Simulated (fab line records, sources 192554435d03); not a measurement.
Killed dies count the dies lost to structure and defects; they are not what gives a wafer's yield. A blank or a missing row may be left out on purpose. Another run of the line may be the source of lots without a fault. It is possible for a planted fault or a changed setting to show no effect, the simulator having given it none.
Matching of chambers :: flow n5_finfet :: N5_HKMG_FIN_STRIP_93 on rie_diel-04 has 4 sister chambers
The step strips SOC in N2/H2, time 20 s. 20 wafers are shown with their chamber, then 10 later ones without.

== EACH WAFER AND ITS CHAMBER ==
wafer: L074.1
chamber: 1
drypump_motor_current_A (A): 5.6
throttle_valve_pct (%): 19.1
showerhead_plenum_p_Torr (Torr): 3.31

wafer: L074.3
chamber: 0
drypump_motor_current_A (A): 6.1
throttle_valve_pct (%): 19.2
showerhead_plenum_p_Torr (Torr): 3.20

wafer: L074.5
chamber: 3
drypump_motor_current_A (A): 5.1
throttle_valve_pct (%): 19.7
showerhead_plenum_p_Torr (Torr): 3.46

wafer: L076.4
chamber: 2
drypump_motor_current_A (A): 5.2
throttle_valve_pct (%): 18.8
showerhead_plenum_p_Torr (Torr): 3.33

wafer: L076.5
chamber: 0
drypump_motor_current_A (A): 6.1
throttle_valve_pct (%): 19.2
showerhead_plenum_p_Torr (Torr): 3.20

wafer: L076.6
chamber: 1
drypump_motor_current_A (A): 5.6
throttle_valve_pct (%): 19.1
showerhead_plenum_p_Torr (Torr): 3.30

wafer: L077.1
chamber: 0
drypump_motor_current_A (A): 6.1
throttle_valve_pct (%): 19.2
showerhead_plenum_p_Torr (Torr): 3.20

wafer: L077.4
chamber: 3
drypump_motor_current_A (A): 5.1
throttle_valve_pct (%): 19.7
showerhead_plenum_p_Torr (Torr): 3.46

wafer: L077.6
chamber: 1
drypump_motor_current_A (A): 5.6
throttle_valve_pct (%): 19.1
showerhead_plenum_p_Torr (Torr): 3.30

wafer: L083.2
chamber: 2
drypump_motor_current_A (A): 5.2
throttle_valve_pct (%): 18.8
showerhead_plenum_p_Torr (Torr): 3.32

wafer: L083.3
chamber: 0
drypump_motor_current_A (A): 6.1
throttle_valve_pct (%): 19.2
showerhead_plenum_p_Torr (Torr): 3.19

wafer: L083.4
chamber: 3
drypump_motor_current_A (A): 5.1
throttle_valve_pct (%): 19.7
showerhead_plenum_p_Torr (Torr): 3.45

wafer: L089.1
chamber: 2
drypump_motor_current_A (A): 5.2
throttle_valve_pct (%): 18.8
showerhead_plenum_p_Torr (Torr): 3.32

wafer: L089.2
chamber: 3
drypump_motor_current_A (A): 5.1
throttle_valve_pct (%): 19.8
showerhead_plenum_p_Torr (Torr): 3.45

wafer: L089.3
chamber: 1
drypump_motor_current_A (A): 5.6
throttle_valve_pct (%): 19.1
showerhead_plenum_p_Torr (Torr): 3.29

wafer: L090.3
chamber: 2
drypump_motor_current_A (A): 5.2
throttle_valve_pct (%): 18.8
showerhead_plenum_p_Torr (Torr): 3.31

wafer: L090.5
chamber: 1
drypump_motor_current_A (A): 5.5
throttle_valve_pct (%): 19.1
showerhead_plenum_p_Torr (Torr): 3.29

wafer: L090.6
chamber: 2
drypump_motor_current_A (A): 5.2
throttle_valve_pct (%): 18.8
showerhead_plenum_p_Torr (Torr): 3.32

wafer: L091.1
chamber: 3
drypump_motor_current_A (A): 5.1
throttle_valve_pct (%): 19.7
showerhead_plenum_p_Torr (Torr): 3.44

wafer: L091.2
chamber: 1
drypump_motor_current_A (A): 5.6
throttle_valve_pct (%): 19.1
showerhead_plenum_p_Torr (Torr): 3.28

SIGNATURES (averages over the wafers above)
reading: drypump_motor_current_A
chamber 0: 6.100
chamber 1: 5.583
chamber 2: 5.200
chamber 3: 5.100
scatter within a chamber: 0.0228

reading: throttle_valve_pct
chamber 0: 19.200
chamber 1: 19.100
chamber 2: 18.800
chamber 3: 19.720
scatter within a chamber: 0.0224

reading: showerhead_plenum_p_Torr
chamber 0: 3.1975
chamber 1: 3.2950
chamber 2: 3.3200
chamber 3: 3.4520
scatter within a chamber: 0.00831
Rule: a wafer lies at a distance from a chamber equal to the root of the sum of squares, over the readings, of (its reading less the chamber's mean, divided by the reading's scatter). If the next closest chamber is less than 2 further off than the closest, the wafer can't be placed; otherwise it belongs to the closest. The scatter is the square root of a quotient: the sum, over the shown wafers, of each reading's squared deviation from its chamber's mean, divided by wafers minus chambers.

== WAFERS WITHOUT THEIR CHAMBER ==
wafer: L091.3
drypump_motor_current_A (A): 5.2
throttle_valve_pct (%): 18.8
showerhead_plenum_p_Torr (Torr): 3.31

wafer: L093.1
drypump_motor_current_A (A): 5.6
throttle_valve_pct (%): 19.2
showerhead_plenum_p_Torr (Torr): 3.28

wafer: L093.4
drypump_motor_current_A (A): 5.1
throttle_valve_pct (%): 18.8
showerhead_plenum_p_Torr (Torr): 3.31

wafer: L093.5
drypump_motor_current_A (A): 5.1
throttle_valve_pct (%): 19.8
showerhead_plenum_p_Torr (Torr): 3.44

wafer: L094.1
drypump_motor_current_A (A): 5.2
throttle_valve_pct (%): 18.8
showerhead_plenum_p_Torr (Torr): 3.31

wafer: L094.5
drypump_motor_current_A (A): 6.1
throttle_valve_pct (%): 18.9
showerhead_plenum_p_Torr (Torr): 3.59

wafer: L094.6
drypump_motor_current_A (A): 5.1
throttle_valve_pct (%): 19.8
showerhead_plenum_p_Torr (Torr): 3.44

wafer: L095.4
drypump_motor_current_A (A): 5.1
throttle_valve_pct (%): 19.8
showerhead_plenum_p_Torr (Torr): 3.44

wafer: L095.5
drypump_motor_current_A (A): 5.1
throttle_valve_pct (%): 19.8
showerhead_plenum_p_Torr (Torr): 3.44

wafer: L095.6
drypump_motor_current_A (A): 5.1
throttle_valve_pct (%): 18.8
showerhead_plenum_p_Torr (Torr): 3.31

== EACH ONE'S CHAMBER ==
wafer: L091.3
from the rows above: 2
in truth: 2

wafer: L093.1
from the rows above: 1
in truth: 1

wafer: L093.4
from the rows above: 2
in truth: 2

wafer: L093.5
from the rows above: 3
in truth: 3

wafer: L094.1
from the rows above: 2
in truth: 2

wafer: L094.5
from the rows above: 1
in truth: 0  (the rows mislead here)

wafer: L094.6
from the rows above: 3
in truth: 3

wafer: L095.4
from the rows above: 3
in truth: 3

wafer: L095.5
from the rows above: 3
in truth: 3

wafer: L095.6
from the rows above: 2
in truth: 2
Placed correctly: 9 of 10. Not placeable from these rows: 0. 1 placed wrongly.
